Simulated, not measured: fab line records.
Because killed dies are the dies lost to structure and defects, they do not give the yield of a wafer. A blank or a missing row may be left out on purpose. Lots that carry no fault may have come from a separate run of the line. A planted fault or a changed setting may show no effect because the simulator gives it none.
fab line records | flow n5_finfet
[record] lots = 8 wafers = 24 last_day = 17
route steps=1938 shown SDB@373 DUMMY_REMOVAL@377 HKMG_FIN@403 BEOL_M4@1111 PASSIVATION@1936
lots that met no fault: taken from a fault-free run of the same line
start_h: start of the lot's first displayed wafer, in hours after the record's first day | wait_h: hours since the lot's step before | " repeats the value in the row above | L1.1+2: one row covering several wafers at once | - no value present, or no start provided | * or withheld: withheld | < > ~ a bound
route shown NAME@n: a module of which the file shows steps, and the number in the route of the first | usual: mean/standard deviation of fault-free wafers | same: alike in all rows | chamber/n: place in a boat | sites: per-site readings | _std_site: their standard deviation | _edge_site: outer sites' mean less inner sites' | radius_mm: for every site, how far away it sits from the centre of the wafer | mask NAME#n: copy n | behind: the tool/chamber that last shaped the wafer | hold: why the lot went on hold/how many hours it stayed there/how the hold came to an end | device: transistor that didn't switch, given as n, p or np | end of line: at the end of the route, the tests of the same wafers | a step without rows: its recipe alone | killed: dies lost to structure and defects at the first sort, not the wafer's yield | map: per-die view of a wafer (x killed, . not killed, _ where there is no die)
set.NAME: the setting as run; set.NAME@STEP: as run at that earlier step | model.NAME: the simulator's own value behind a step, which no gauge read
the route's steps for a sample of lots (tables are steps, rows are wafers)
services: a tool's chamber out of use, with start hour (start_h, from the record's first day; less than 0 if before it), hours out, and reason
[[steps]]
[step N5_SDB_ALD_29]
[recipe] material = SiNx target_thk_a = 300 temp_c = 400 ald_precursor_family = SiH2I2 ald_co_reactant = N2/H2-plasma pulse_time_s = 1 ald_cycles = 600 purge_time_s = 2 co_reactant_purge_time_s = 2 pressure_torr = 2
[usual] heater_power_w = 839/110 precursor_pulse_height_rel = 1.000/0.021
[same] pulse_time_s = 1
// columns lot.wafer tool chamber start_h wait_h heater_power_w precursor_pulse_height_rel
L461.2 ald_sin-03 0 75.64 0.0 1020 1.002
L461.4 " 1 " " 749 1.044
L461.6 " 2 76.99 1.4 802 1.034
L465.3 ald_sin-03 2 108.31 0.0 822 0.953
L465.4 " 3 " " 759 1.016
L465.5 " 3 109.67 1.4 763 0.996
L467.2 ald_sin-04 3 115.50 0.0 897 0.985
L467.4 " 0 " " 858 1.018
L467.5 " 2 116.85 1.4 729 1.023
L471.1 ald_sin-01 1 134.45 0.0 846 1.022
L471.2 " 3 " " 652 0.977
L471.6 " 2 135.80 1.4 836 0.985
L478.1 ald_sin-03 1 175.35 0.2 768 0.992
L478.2 " 0 " " 1006 0.996
L478.3 " 2 " " 807 0.967
L477.1 ald_sin-01 0 175.88 0.0 956 1.034
L477.2 " 3 " " 645 1.006
L477.3 " 1 " " 832 1.015
L480.1 ald_sin-01 3 192.06 0.3 634 1.005
L480.5 " 3 193.42 1.7 674 1.011
L480.6 " 0 " " 979 0.991
L483.2 ald_sin-03 0 213.42 0.0 1002 0.994
L483.4 " 1 " " 759 0.998
L483.5 " 3 214.77 1.4 718 0.968
[step N5_DUMMY_REMOVAL_HM_STRIP_01]
[recipe] chemistry = CH3F/O2 material = SiNx target_depth_a = 40 stop_on = poly-Si time_s = 6.8 over_etch_frac = 0.3 ion_energy_ev = 60 power_w = 410 bias_w = 29 Ar_flow_sccm = 150 CH3F_flow_sccm = 30 O2_flow_sccm = 20
[usual] CH3F_flow_sccm = 30.00/0.098 drypump_motor_current_A = 5.7/0.33 oes_product_au = 0.62/0.062 rf_vpp_V = 127.6/0.86 showerhead_plenum_p_Torr = 2.02/0.061 throttle_valve_pct = 16.34/0.27
[same] time_s = 6.8
// columns lot.wafer tool chamber start_h wait_h CH3F_flow_sccm drypump_motor_current_A oes_product_au rf_hours_counter_h rf_vpp_V showerhead_plenum_p_Torr throttle_valve_pct
L461.2 rie_diel-04 1 78.92 0.1 29.96 6.3 0.58 193 128.8 2.06 16.46
L461.4 " 1 " " 30.06 6.3 0.58 - 127.9 2.06 16.47
L461.6 " 0 " " 29.98 5.6 0.59 - 128.1 2.07 16.48
L465.3 rie_diel-05 0 111.50 0.1 30.16 5.4 0.79 1 127.6 2.16 16.23
L465.4 " 2 " " 30.04 5.9 0.59 194 127.3 1.99 16.38
L465.5 " 1 " " 29.87 5.2 0.62 - 127.7 2.01 16.04
L467.2 rie_diel-04 3 118.58 0.0 29.97 5.9 0.57 232 126.7 2.06 16.57
L467.4 " 0 " " 30.00 5.6 0.58 227 127.2 2.07 16.50
L467.5 " 0 " " 29.93 5.6 0.58 - 126.8 2.07 16.52
L471.1 rie_diel-05 3 137.54 0.0 30.23 5.6 0.57 204 128.0 2.00 16.53
L471.2 " 2 " " 30.18 5.8 0.59 203 128.7 1.99 16.39
L471.6 " 0 " " 30.06 5.4 0.77 - 128.1 2.15 16.27
L478.1 rie_diel-04 2 178.44 0.0 29.97 6.2 0.71 23 127.2 1.95 15.70
L478.2 " 3 " " 30.07 5.9 0.57 248 127.8 2.06 16.59
L478.3 " 1 " " 29.89 6.3 0.56 223 127.2 2.05 16.54
L477.1 rie_diel-04 1 178.97 0.0 29.89 6.3 0.57 223 128.5 2.05 16.53
L477.2 " 0 " " 29.98 5.6 0.57 244 127.6 2.06 16.54
L477.3 " 2 " " 29.98 6.2 0.71 23 126.1 1.95 15.70
L480.1 rie_diel-04 0 195.15 0.0 29.89 5.6 0.57 250 128.9 2.06 16.55
L480.5 " 0 " " 30.16 5.7 0.57 - 128.4 2.06 16.54
L480.6 " 1 " " 29.85 6.3 0.56 - 127.6 2.05 16.54
L483.2 rie_diel-05 0 216.54 0.1 29.98 5.4 0.72 33 128.7 2.14 16.29
L483.4 " 1 " " 30.08 5.2 0.61 155 128.2 2.00 16.11
L483.5 " 3 " " 29.79 5.6 0.56 - 127.5 2.00 16.53
[step N5_HKMG_FIN_ETCH_55]
[recipe] chemistry = N2/H2 target = SOC target_depth_a = 2400 temp_c = 40 time_s = 300 ion_energy_ev = 200 mask_material = SiARC pressure_mtorr = 30 source_w = 840 bias_w = 150 n2_flow_sccm = 200 h2_flow_sccm = 200
[usual] drypump_motor_current_A = 5.7/0.55 oes_product_au = 0.83/0.066 rf_vpp_V = 523.8/2.3 run_length_s = 323.4/0.47 showerhead_plenum_p_Torr = 2.54/0.078 throttle_valve_pct = 17.75/0.27
[same] time_s = 300
// columns lot.wafer tool chamber start_h wait_h drypump_motor_current_A oes_product_au rf_hours_counter_h rf_vpp_V run_length_s showerhead_plenum_p_Torr throttle_valve_pct
L461.2 rie_diel-03 3 80.76 0.0 6.0 0.80 101 524.8 323.5 2.56 17.66
L461.4 " 0 " " 5.5 0.89 - 528.7 324.0 2.70 17.20
L461.6 " 3 " " 6.0 0.80 - 524.5 323.3 2.56 17.67
L465.3 rie_diel-03 2 113.36 0.0 5.6 0.92 10 524.7 322.4 2.59 17.25
L465.4 " 0 " " 5.5 0.86 54 527.4 324.3 2.69 17.24
L465.5 " 0 " " 5.5 0.85 - 528.4 324.7 2.69 17.24
L467.2 rie_diel-03 2 120.81 0.0 5.6 0.92 13 525.5 323.0 2.59 17.26
L467.4 " 0 " " 5.5 0.85 57 528.5 324.1 2.69 17.24
L467.5 " 1 " " 6.1 0.91 - 525.9 323.4 2.60 17.50
L471.1 rie_diel-06 1 139.22 0.0 4.8 0.76 150 519.8 323.1 2.42 17.85
L471.2 " 2 " " 5.4 0.82 82 521.4 323.0 2.46 17.64
L471.6 " 3 " " 6.6 0.82 - 525.4 323.7 2.58 18.04
L478.1 rie_diel-03 3 180.32 0.0 6.0 0.76 132 524.9 324.0 2.54 17.71
L478.2 " 0 " " 5.5 0.83 73 529.2 324.0 2.68 17.26
L478.3 " 2 " " 5.6 0.87 30 526.8 322.4 2.58 17.29
L477.1 rie_diel-06 2 180.52 0.0 5.4 0.80 95 520.2 323.0 2.46 17.67
L477.2 " 1 " " 4.8 0.74 163 521.2 322.9 2.42 17.85
L477.3 " 3 " " 6.6 0.79 92 523.8 323.5 2.58 18.10
L480.1 rie_diel-02 3 196.83 0.0 5.4 0.76 151 526.4 323.8 2.65 17.81
L480.5 " 3 " " 5.4 0.76 - 527.1 323.7 2.65 17.80
L480.6 " 2 " " 5.1 0.90 - 521.3 323.4 2.49 18.12
L483.2 rie_diel-03 0 218.23 0.0 5.5 0.82 84 527.7 324.4 2.68 17.28
L483.4 " 1 " " 6.1 0.87 54 525.3 323.7 2.59 17.57
L483.5 " 0 " " 5.5 0.82 - 527.6 324.2 2.68 17.29
[step N5_HKMG_FIN_ETCH_58]
[recipe] chemistry = N2/H2 target = SOC target_depth_a = 2158 ion_energy_ev = 50 bias_w = 13 time_s = 741 pressure_mtorr = 30 source_w = 875 n2_flow_sccm = 200 h2_flow_sccm = 200
[usual] drypump_motor_current_A = 5.7/0.55 oes_product_au = 0.82/0.066 rf_vpp_V = 99.1/0.99 run_length_s = 764.4/0.47 showerhead_plenum_p_Torr = 2.54/0.078 throttle_valve_pct = 17.71/0.27
// columns lot.wafer tool chamber start_h wait_h drypump_motor_current_A oes_product_au rf_hours_counter_h rf_vpp_V run_length_s showerhead_plenum_p_Torr throttle_valve_pct
L461.2 rie_diel-03 3 80.97 0.0 6.0 0.79 101 98.1 764.7 2.56 17.61
L461.4 " 0 " " 5.5 0.89 - 99.3 764.9 2.70 17.18
L461.6 " 3 " " 6.0 0.79 - 99.5 764.3 2.56 17.63
L465.3 rie_diel-03 2 113.57 0.0 5.6 0.92 10 97.9 635.6 2.59 17.22
L465.4 " 0 " " 5.5 0.85 54 99.9 637.4 2.69 17.19
L465.5 " 0 " " 5.4 0.86 - 98.9 765.1 2.69 17.17
L467.2 rie_diel-03 2 121.02 0.0 5.6 0.91 14 99.6 763.8 2.59 17.20
L467.4 " 0 " " 5.5 0.86 57 99.4 637.2 2.69 17.19
L467.5 " 1 " " 6.1 0.89 - 99.4 764.5 2.60 17.47
L471.1 rie_diel-06 1 139.43 0.0 4.9 0.76 150 99.2 764.4 2.42 17.79
L471.2 " 2 " " 5.4 0.82 82 97.9 764.1 2.46 17.60
L471.6 " 3 " " 6.6 0.81 - 101.1 764.6 2.58 18.02
L478.1 rie_diel-03 3 180.53 0.0 6.0 0.76 132 98.2 764.4 2.54 17.66
L478.2 " 0 " " 5.5 0.83 73 99.7 765.2 2.68 17.22
L478.3 " 2 " " 5.6 0.86 30 99.0 763.4 2.58 17.24
L477.1 rie_diel-06 2 180.73 0.0 5.4 0.80 95 99.7 764.0 2.46 17.61
L477.2 " 1 " " 4.8 0.74 163 97.5 763.9 2.42 17.84
L477.3 " 3 " " 6.6 0.80 92 99.4 764.6 2.58 18.05
L480.1 rie_diel-02 3 197.04 0.0 5.4 0.75 152 100.0 765.4 2.65 17.78
L480.5 " 3 " " 5.4 0.76 - 99.6 765.2 2.65 17.79
L480.6 " 2 " " 5.1 0.91 - 99.4 764.4 2.49 18.06
L483.2 rie_diel-03 0 218.44 0.0 5.5 0.82 85 100.8 764.9 2.68 17.22
L483.4 " 1 " " 6.2 0.85 54 97.5 764.4 2.59 17.52
L483.5 " 0 " " 5.5 0.82 - 100.5 765.4 2.68 17.24
[step N5_BEOL_M4_RC_MEAS_101]
[usual] DIBL_N = 36.0/1.9 DIBL_P = 36.0/2.1 IOFF_N = 0.155/0.029 IOFF_N_85C = 3.0/0.46 IOFF_N_LIN = 0.072/0.011 IOFF_N_LONG = 5.52e-05/2.9e-06 IOFF_P = 0.20/0.032 ION_N = 672/11 ION_P = 461/6.9 SS_N = 71.5/0.58 SS_P = 73.2/0.64 VT_N = 250.4/2.9 VT_N_LONG = 275.2/1.9 VT_P = -251.0/2.8
// columns lot.wafer tool chamber start_h wait_h DIBL_N[mV/V] DIBL_P[mV/V] IOFF_N[nA/um] IOFF_N_85C[nA/um] IOFF_N_LIN[nA/um] IOFF_N_LONG[nA/um] IOFF_P[nA/um] ION_N[uA/um] ION_P[uA/um] SS_N[mV/dec] SS_P[mV/dec] VT_N[mV] VT_N_LONG[mV] VT_P[mV]
L461.2 prober-02 0 185.41 0.2 36.5 35.3 0.129 2.6 0.062 5.13e-05 0.19 654 452 71.4 73.9 254.5 277.9 -251.4
L461.4 " 0 " " 34.5 33.6 0.114 2.3 0.058 5.24e-05 0.18 672 470 71.0 72.9 254.6 277.4 -251.4
L461.6 " 0 " " 34.4 33.3 0.112 2.3 0.057 5.29e-05 0.17 666 462 70.8 72.3 254.9 277.2 -253.8
L465.3 prober-02 0 214.62 0.3 40.6 39.6 0.303 5.3 0.125 7.12e-05 0.27 677 465 72.8 74.5 239.3 265.3 -248.0
L465.4 " 0 " " 39.2 39.2 0.446 7.3 0.195 0.0001063 0.25 688 466 72.2 74.2 223.4 253.5 -246.9
L465.5 " 0 " " 41.7 41.4 0.236 4.3 0.097 5.48e-05 0.30 678 467 72.6 74.4 246.5 275.2 -246.9
L467.2 prober-02 0 223.72 0.2 37.7 38.7 0.197 3.8 0.087 5.4e-05 0.25 671 459 72.4 73.5 246.4 273.7 -249.8
L467.4 " 0 " " 36.1 36.5 0.367 6.4 0.172 0.0001092 0.22 677 459 71.7 74.0 227.4 251.3 -250.4
L467.5 " 0 " " 38.0 38.1 0.179 3.5 0.080 5.51e-05 0.23 665 453 72.1 73.7 249.0 277.8 -251.9
L471.1 prober-01 0 237.95 0.0 35.5 34.8 0.148 2.9 0.069 5.34e-05 0.20 677 465 71.8 72.5 250.3 276.5 -251.6
L471.2 " 0 " " 37.3 36.5 0.174 3.3 0.079 5.32e-05 0.22 681 468 71.6 73.5 250.7 276.2 -251.2
L471.6 " 0 " " 35.1 34.4 0.130 2.6 0.062 5.34e-05 0.19 656 456 71.6 72.4 255.0 274.9 -252.9
L478.1 prober-02 0 283.94 0.0 36.7 37.7 0.173 3.3 0.079 5.82e-05 0.23 684 470 71.7 73.8 248.6 274.5 -248.9
L478.2 " 0 " " 37.2 38.2 0.186 3.5 0.084 5.73e-05 0.24 669 460 71.4 74.2 245.9 274.5 -247.8
L478.3 " 0 " " 38.1 40.4 0.202 3.8 0.092 5.66e-05 0.28 688 475 72.0 74.6 245.9 274.6 -245.5
L477.1 prober-01 0 285.18 0.0 35.9 37.6 0.158 3.1 0.075 4.92e-05 0.19 682 463 71.7 73.3 251.3 279.5 -253.3
L477.2 " 0 " " 37.4 38.4 0.185 3.6 0.081 4.93e-05 0.20 674 457 71.9 74.1 250.6 279.7 -255.3
L477.3 " 0 " " 35.4 37.0 0.133 2.7 0.064 4.9e-05 0.17 658 456 71.7 73.5 255.4 278.6 -255.4
L480.1 prober-02 0 303.98 0.0 38.0 36.8 0.169 3.2 0.077 5.33e-05 0.22 676 469 72.0 73.9 249.1 276.5 -247.3
L480.5 " 0 " " 36.2 35.3 0.148 2.9 0.069 5.37e-05 0.20 673 462 70.9 73.6 250.4 275.8 -249.4
L480.6 " 0 " " 38.5 37.9 0.187 3.5 0.082 5.3e-05 0.23 679 460 71.9 74.0 246.4 273.8 -247.4
L483.2 prober-01 0 311.51 0.2 37.5 36.0 0.179 3.4 0.083 5.52e-05 0.23 672 465 71.6 73.9 248.6 273.6 -246.8
L483.4 " 0 " " 35.8 34.7 0.147 2.9 0.071 5.51e-05 0.20 678 460 71.1 72.9 251.6 275.9 -250.3
L483.5 " 0 " " 38.0 36.4 0.173 3.3 0.076 5.44e-05 0.24 657 450 71.5 73.8 248.6 275.9 -252.1
[step N5_PASSIVATION_PROBE_49]
[usual] defect_limited_yield = 91.0/1.5 killed_at_M0_to_M3 = 33/9.4 killed_at_M4_up = 14/4.8 killed_at_contacts = 13/7.3 killed_at_front_end = 43/13 killed_at_other = 3.6/2.9 killed_dies = 106/18 killed_open = 69/13 killed_short = 35/8.2 sort_bin_4_leakage = 0/0 sort_bin_5_function = 5.3/1 sort_bin_6_memory = 3.3/0.68 sort_n_pass = 1074/18 sort_yield_pct = 91.0/1.5
[same] gross_dies = 1180 killed_at_back_side = 0 sort_bin_8_speed[%] = 0
// columns lot.wafer tool chamber start_h wait_h defect_limited_yield[%] killed_at_M0_to_M3 killed_at_M4_up killed_at_contacts killed_at_front_end killed_at_other killed_dies killed_open killed_short sort_bin_4_leakage[%] sort_bin_5_function[%] sort_bin_6_memory[%] sort_n_pass sort_yield_pct[%]
L461.2 prober-01 - 280.47 0.1 88.5 26 25 30 48 7 136 102 33 0 7.5 3.8 1044 88.5
L461.4 prober-01 - 280.57 0.2 90.3 23 13 33 43 2 114 76 37 0 5.8 3.4 1066 90.3
L461.6 prober-01 - 280.67 0.3 88.9 48 23 21 38 1 131 89 42 0 6.1 4.7 1049 88.9
L465.3 prober-01 - 317.13 0.1 95.4 19 11 1 23 0 54 35 19 0.59 3.1 1.4 1119 94.8
L465.4 prober-01 - 317.18 0.2 95.1 22 10 0 25 1 58 36 20 24.24 3.6 1.1 836 70.8
L465.5 prober-01 - 317.23 0.2 93.1 19 13 9 35 5 81 62 19 0 4.0 2.5 1099 93.1
L467.2 prober-02 - 343.15 0.1 90.6 42 10 26 26 7 111 69 39 0 6.0 2.9 1069 90.6
L467.4 prober-02 - 343.25 0.2 90.5 37 3 13 57 2 112 60 48 5.25 5.0 3.6 1006 85.3
L467.5 prober-02 - 343.30 0.2 92.4 25 2 19 36 8 90 46 42 0 4.0 2.8 1090 92.4
L471.1 prober-02 - 345.08 0.0 90.8 40 20 13 31 5 109 66 42 0 5.1 3.9 1071 90.8
L471.2 prober-02 - 345.13 0.1 91.6 38 14 8 36 3 99 53 37 0 4.2 3.2 1081 91.6
L471.6 prober-02 - 345.33 0.3 91.9 33 13 8 41 1 96 59 36 0 4.6 3.3 1084 91.9
L477.1 prober-02 - 388.38 0.0 92.1 25 11 14 36 7 93 59 33 0 4.2 3.2 1087 92.1
L477.2 prober-02 - 388.43 0.1 89.2 35 17 7 59 9 127 82 42 0 5.8 4.2 1053 89.2
L477.3 prober-02 - 388.48 0.1 89.3 47 20 16 37 6 126 79 45 0 5.8 4.7 1054 89.3
// killed by level:class
L461.2 MOL_CONTACT_COAG:geometric_particle:open=27 BEOL_M4:geometric_particle:open=17 FIN_SAQP:geometric_particle:open=14 STI_FIN_REVEAL:geometric_particle:open=12 BEOL_M0_SAQP:geometric_particle:short=9 BEOL_M0_SAQP:geometric_particle:open=8 FIN_SAQP:geometric_particle:short=6 STI_FIN_REVEAL:geometric_particle:short=6
L461.4 MOL_CONTACT_COAG:geometric_particle:open=24 FIN_SAQP:geometric_particle:open=12 STI_FIN_REVEAL:geometric_particle:open=9 MOL_CONTACT_COAG:geometric_particle:short=9 BEOL_M3:geometric_particle:open=6 FIN_SAQP:geometric_particle:short=5 BEOL_M4:geometric_particle:open=5 BEOL_M2:geometric_particle:short=4
L461.6 MOL_CONTACT_COAG:geometric_particle:open=19 BEOL_M4:geometric_particle:open=13 BEOL_M0_SAQP:geometric_particle:open=10 BEOL_M0_SAQP:geometric_particle:short=10 BEOL_M1:geometric_particle:open=9 FIN_SAQP:geometric_particle:short=7 BEOL_M3:geometric_particle:open=6 FIN_SAQP:geometric_particle:open=4
L465.3 BEOL_M0_SAQP:geometric_particle:short=6 FIN_SAQP:geometric_particle:open=5 BEOL_M4:geometric_particle:open=5 GATE_CUT:geometric_particle:open=4 BEOL_M0_SAQP:geometric_particle:open=4 ILD0:geometric_particle:open=3 GATE_CUT:geometric_particle:short=3 BEOL_M0:geometric_particle:open=3
L465.4 BEOL_M2:geometric_particle:open=8 FIN_SAQP:geometric_particle:open=5 BEOL_M4:geometric_particle:open=5 FIN_SAQP:geometric_particle:short=4 GATE_CUT:geometric_particle:open=4 BEOL_M0_SAQP:geometric_particle:short=4 BEOL_M0:geometric_particle:open=3 BEOL_M1:geometric_particle:open=3
L465.5 FIN_SAQP:geometric_particle:open=11 MOL_CONTACT_COAG:geometric_particle:open=8 STI_FIN_REVEAL:geometric_particle:open=7 BEOL_M1:geometric_particle:open=6 BEOL_M4:geometric_particle:open=5 BEOL_M0:geometric_particle:open=4 FIN_SAQP:geometric_particle:short=3 BEOL_M0_SAQP:geometric_particle:open=3
L467.2 MOL_CONTACT_COAG:geometric_particle:open=16 BEOL_M0_SAQP:geometric_particle:open=14 MOL_CONTACT_COAG:geometric_particle:short=10 FIN_SAQP:geometric_particle:open=8 FIN_SAQP:geometric_particle:short=7 BEOL_M1:geometric_particle:open=6 BEOL_M0:geometric_particle:short=6 BEOL_M3:geometric_particle:open=5
L467.4 STI_FIN_REVEAL:geometric_particle:open=14 FIN_SAQP:geometric_particle:short=11 MOL_CONTACT_COAG:geometric_particle:open=10 FIN_SAQP:geometric_particle:open=9 BEOL_M1:geometric_particle:open=9 BEOL_M0_SAQP:geometric_particle:short=9 BEOL_M0_SAQP:geometric_particle:open=7 BEOL_M0:geometric_particle:short=7
L467.5 MOL_CONTACT_COAG:geometric_particle:open=14 STI_FIN_REVEAL:geometric_particle:open=12 BEOL_M0:geometric_particle:short=9 MOL_CONTACT_COAG:geometric_particle:short=5 BEOL_M1:geometric_particle:open=5 SPACER0:geometric_particle:short=4 FIN_SAQP:geometric_particle:short=3 FIN_SAQP:geometric_particle:open=3
L471.1 BEOL_M0_SAQP:geometric_particle:short=11 MOL_CONTACT_COAG:geometric_particle:open=10 BEOL_M2:geometric_particle:open=9 FIN_SAQP:geometric_particle:short=7 STI_FIN_REVEAL:geometric_particle:open=7 FIN_SAQP:geometric_particle:open=6 BEOL_M6:geometric_particle:open=5 BEOL_M1:geometric_particle:open=4
L471.2 BEOL_M0_SAQP:geometric_particle:open=14 BEOL_M0_SAQP:geometric_particle:short=13 HKMG_FIN:area_etch=8 MOL_CONTACT_COAG:geometric_particle:open=7 FIN_SAQP:geometric_particle:open=6 BEOL_M4:geometric_particle:open=6 STARTING-WAFER:geometric_particle:short=6 FIN_SAQP:geometric_particle:short=4
L471.6 FIN_SAQP:geometric_particle:open=9 BEOL_M0_SAQP:geometric_particle:open=9 MOL_CONTACT_COAG:geometric_particle:open=6 FIN_SAQP:geometric_particle:short=5 BEOL_M1:geometric_particle:open=5 BEOL_M2:geometric_particle:open=5 BEOL_M5:geometric_particle:short=5 STI_FIN_REVEAL:geometric_particle:open=4
L477.1 MOL_CONTACT_COAG:geometric_particle:open=13 FIN_SAQP:geometric_particle:open=8 BEOL_M3:geometric_particle:open=7 BEOL_M0_SAQP:geometric_particle:open=6 STI_FIN_REVEAL:geometric_particle:open=5 BEOL_M0_SAQP:geometric_particle:short=5 FIN_SAQP:geometric_particle:short=4 BEOL_M3:geometric_particle:short=4
L477.2 FIN_SAQP:geometric_particle:short=14 STI_FIN_REVEAL:geometric_particle:open=14 FIN_SAQP:geometric_particle:open=9 BEOL_M4:geometric_particle:open=9 BEOL_M0_SAQP:geometric_particle:short=8 BEOL_M0_SAQP:geometric_particle:open=7 DUMMY_GATE:geometric_particle:open=6 STARTING-WAFER:geometric_particle:open=6
L477.3 MOL_CONTACT_COAG:geometric_particle:open=14 BEOL_M0_SAQP:geometric_particle:short=11 FIN_SAQP:geometric_particle:short=10 BEOL_M0_SAQP:geometric_particle:open=10 BEOL_M1:geometric_particle:open=8 BEOL_M2:geometric_particle:open=7 BEOL_M3:geometric_particle:open=6 GATE_CUT:geometric_particle:short=5
[[services]]
// columns tool chamber start_h hours kind
rie_diel-02 0 53.04 14.0 repair
rie_diel-02 - 63.34 4.1 repair
rie_diel-03 2 68.24 - clean
rie_diel-03 2 68.24 - consumable_replace:focus_ring
rie_diel-03 2 68.24 21.9 scheduled_down
rie_diel-03 2 68.24 21.9 vent_cycle
ald_sin-01 0 70.25 20.8 repair
rie_diel-04 2 75.40 - clean
rie_diel-04 2 75.40 - consumable_replace:focus_ring
rie_diel-04 2 75.40 15.8 scheduled_down
rie_diel-04 2 75.40 15.8 vent_cycle
ald_sin-04 - 85.25 14.0 pm
rie_diel-06 - 100.57 14.6 pm
rie_diel-06 0 131.05 5.5 repair
rie_diel-05 1 141.67 9.0 repair
ald_sin-04 2 153.87 21.7 repair
rie_diel-06 0 162.38 3.7 repair
rie_diel-02 1 162.82 3.1 repair
ald_sin-03 - 166.93 1.7 repair
ald_sin-03 - 178.05 14.0 pm
rie_diel-04 3 184.80 - clean
rie_diel-04 3 184.80 - consumable_replace:focus_ring
rie_diel-04 3 184.80 21.8 scheduled_down
rie_diel-05 3 190.29 7.9 repair
[[key]]
[first_sign] step = N5_HKMG_FIN_ETCH_58 reading = run_length_s direction = down sigmas = 99+ usual = * struck = *
[effect] step = N5_BEOL_M4_RC_MEAS_101 reading = IOFF_N_LONG direction = up sigmas = 14 usual = 5.52e-05 struck = 9.56e-05
[effect] step = N5_BEOL_M4_RC_MEAS_101 reading = VT_N_LONG direction = down sigmas = 9.5 usual = 275.2 struck = 256.7
[effect] step = N5_BEOL_M4_RC_MEAS_101 reading = IOFF_N_LIN direction = up sigmas = 8.6 usual = 0.072 struck = 0.164
[effect] step = N5_BEOL_M4_RC_MEAS_101 reading = IOFF_N direction = up sigmas = 7.5 usual = 0.155 struck = 0.372
[effect] step = N5_BEOL_M4_RC_MEAS_101 reading = IOFF_N_85C direction = up sigmas = 7.1 usual = 3.0 struck = 6.3
[effect] step = N5_BEOL_M4_RC_MEAS_101 reading = VT_N direction = down sigmas = 6.9 usual = 250.4 struck = 230.0
[effect] step = N5_PASSIVATION_PROBE_49 reading = sort_bin_4_leakage direction = up sigmas = 99+ usual = 0 struck = 10.03
met_at N5_HKMG_FIN_ETCH_58
struck_lots L465,L467
struck_wafers L465.3,L465.4,L467.4
not_acting_at N5_SDB_ALD_29,N5_DUMMY_REMOVAL_HM_STRIP_01,N5_HKMG_FIN_ETCH_55
onset_between 80.97 113.57
[fault] kind = process_parameter_drift tool = rie_diel-03 chamber = - onset_h = 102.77 steps = N5_HKMG_FIN_ETCH_58 channel = time_s offset = * shape = step end_h = 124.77 scope = struck_wafers_only acts_in = * stated = *
